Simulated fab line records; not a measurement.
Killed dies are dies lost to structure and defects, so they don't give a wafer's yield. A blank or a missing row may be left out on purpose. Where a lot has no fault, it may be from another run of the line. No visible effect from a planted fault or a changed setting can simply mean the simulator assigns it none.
Matching of chambers / flow n5-finfet / N5_BEOL_M2_PRE_CLEAN_60 on cvd-co-02 has 3 sister chambers
The step time 15 s. 3 wafers are shown with their chamber, then 12 later ones without.

WAFERS PAIRED WITH THEIR CHAMBERS
wafer=L087.2; chamber=0; heater-power-w (W)=90
wafer=L087.3; chamber=1; heater-power-w (W)=74
wafer=L087.5; chamber=2; heater-power-w (W)=87

WAFERS WHOSE CHAMBER IS MISSING
wafer=L088.1; heater-power-w (W)=72
wafer=L088.3; heater-power-w (W)=89
wafer=L088.5; heater-power-w (W)=88
wafer=L090.1; heater-power-w (W)=71
wafer=L090.3; heater-power-w (W)=87
wafer=L090.4; heater-power-w (W)=89
wafer=L094.2; heater-power-w (W)=90
wafer=L094.4; heater-power-w (W)=88
wafer=L094.5; heater-power-w (W)=71
wafer=L093.1; heater-power-w (W)=87
wafer=L093.4; heater-power-w (W)=93
wafer=L093.5; heater-power-w (W)=75

WHICH CHAMBER EACH ONE RAN IN
wafer=L088.1; from the rows above=1; in truth=1
wafer=L088.3; from the rows above=can't be placed: 0 or 2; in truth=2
wafer=L088.5; from the rows above=can't be placed: 2 or 0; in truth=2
wafer=L090.1; from the rows above=1; in truth=1
wafer=L090.3; from the rows above=can't be placed: 2 or 0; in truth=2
wafer=L090.4; from the rows above=can't be placed: 0 or 2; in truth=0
wafer=L094.2; from the rows above=can't be placed: 0 or 2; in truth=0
wafer=L094.4; from the rows above=can't be placed: 2 or 0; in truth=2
wafer=L094.5; from the rows above=1; in truth=1
wafer=L093.1; from the rows above=can't be placed: 2 or 0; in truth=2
wafer=L093.4; from the rows above=can't be placed: 0 or 2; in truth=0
wafer=L093.5; from the rows above=1; in truth=1
Correct placement for 4 of the 12. Not placeable from these rows: 8 (in 8, the candidates include the true chamber). Placed wrongly: 0.
How it was worked out, from the rows above alone: a wafer's distance from a chamber is the root of the sum, over the readings, of the square of ((its reading less the chamber's mean) divided by the reading's scatter). The wafer belongs to the nearest chamber; if the next one is less than 2 further off, it can't be placed. Each chamber's mean is taken over the wafers shown for it. The scatter: root of mean squared gap, hidden wafer to nearest shown wafer, with one shown wafer a chamber.
